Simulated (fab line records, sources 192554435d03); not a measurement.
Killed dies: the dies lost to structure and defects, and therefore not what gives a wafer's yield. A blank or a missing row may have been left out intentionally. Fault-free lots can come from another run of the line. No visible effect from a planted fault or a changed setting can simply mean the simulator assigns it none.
Chamber matching | flow n5Finfet | rieDiel-06 running N5_BEOL_M5_DESCUM_16: 4 sister chambers
The step chemistry O2, time 7 s. 16 wafers are shown with their chamber, then 8 later ones without.

== WAFERS PAIRED WITH THEIR CHAMBERS ==
wafer  | chamber | drypumpMotorCurrentA (A) | throttleValvePct (%) | showerheadPlenumPTorr (Torr)
L075.1 | 3       | 6.8                      | 20.15                | 2.13
L075.2 | 0       | 5.5                      | 20.66                | 2.01
L075.4 | 2       | 5.6                      | 20.80                | 2.01
L076.4 | 3       | 6.8                      | 20.15                | 2.13
L076.5 | 2       | 5.7                      | 20.80                | 2.01
L076.6 | 3       | 6.7                      | 20.16                | 2.13
L079.4 | 2       | 5.7                      | 20.80                | 2.01
L079.5 | 2       | 5.7                      | 20.78                | 2.01
L079.6 | 1       | 5.3                      | 20.50                | 2.12
L083.1 | 3       | 6.8                      | 20.16                | 2.12
L083.2 | 2       | 5.6                      | 20.83                | 2.01
L083.6 | 1       | 5.3                      | 20.49                | 2.12
L085.1 | 0       | 5.5                      | 20.69                | 2.00
L085.2 | 2       | 5.7                      | 20.82                | 2.00
L085.4 | 1       | 5.3                      | 20.50                | 2.12
L087.3 | 3       | 6.8                      | 20.19                | 2.12

SIGNATURES, as means of the wafers listed above
reading               | chamber 0 | chamber 1 | chamber 2 | chamber 3 | scatter within a chamber
drypumpMotorCurrentA  | 5.500     | 5.300     | 5.667     | 6.780     | 0.0422
throttleValvePct      | 20.6750   | 20.4967   | 20.8050   | 20.1620   | 0.0162
showerheadPlenumPTorr | 2.0050    | 2.1200    | 2.0083    | 2.1260    | 0.00459
Rule: distance of a wafer from a chamber = root of the sum over the readings of ((wafer's reading minus chamber's mean) / reading's scatter) squared. If the next closest chamber is less than 2 further off than the closest, the wafer can't be placed; otherwise it belongs to the closest. The scatter: take each reading less its chamber's mean, square it, sum over the shown wafers, divide by the number of wafers less the number of chambers, and take the root.

== WAFERS WITHOUT THEIR CHAMBER ==
wafer  | drypumpMotorCurrentA (A) | throttleValvePct (%) | showerheadPlenumPTorr (Torr)
L087.5 | 5.4                      | 20.69                | 2.00
L087.6 | 6.8                      | 20.19                | 2.12
L092.1 | 5.5                      | 20.71                | 2.00
L092.3 | 5.3                      | 20.53                | 2.11
L092.6 | 5.5                      | 20.69                | 2.00
L096.1 | 6.7                      | 20.21                | 2.11
L096.3 | 5.5                      | 20.71                | 2.00
L096.5 | 5.7                      | 20.88                | 2.00

== EACH ONE'S CHAMBER ==
wafer  | from the rows above | in truth
L087.5 | 0                   | 0
L087.6 | 3                   | 3
L092.1 | 0                   | 0
L092.3 | 1                   | 1
L092.6 | 0                   | 0
L096.1 | 3                   | 3
L096.3 | 0                   | 0
L096.5 | 2                   | 2
Correctly placed: 8 of 8. Left unplaced by these rows: 0. Wrongly placed: 0.
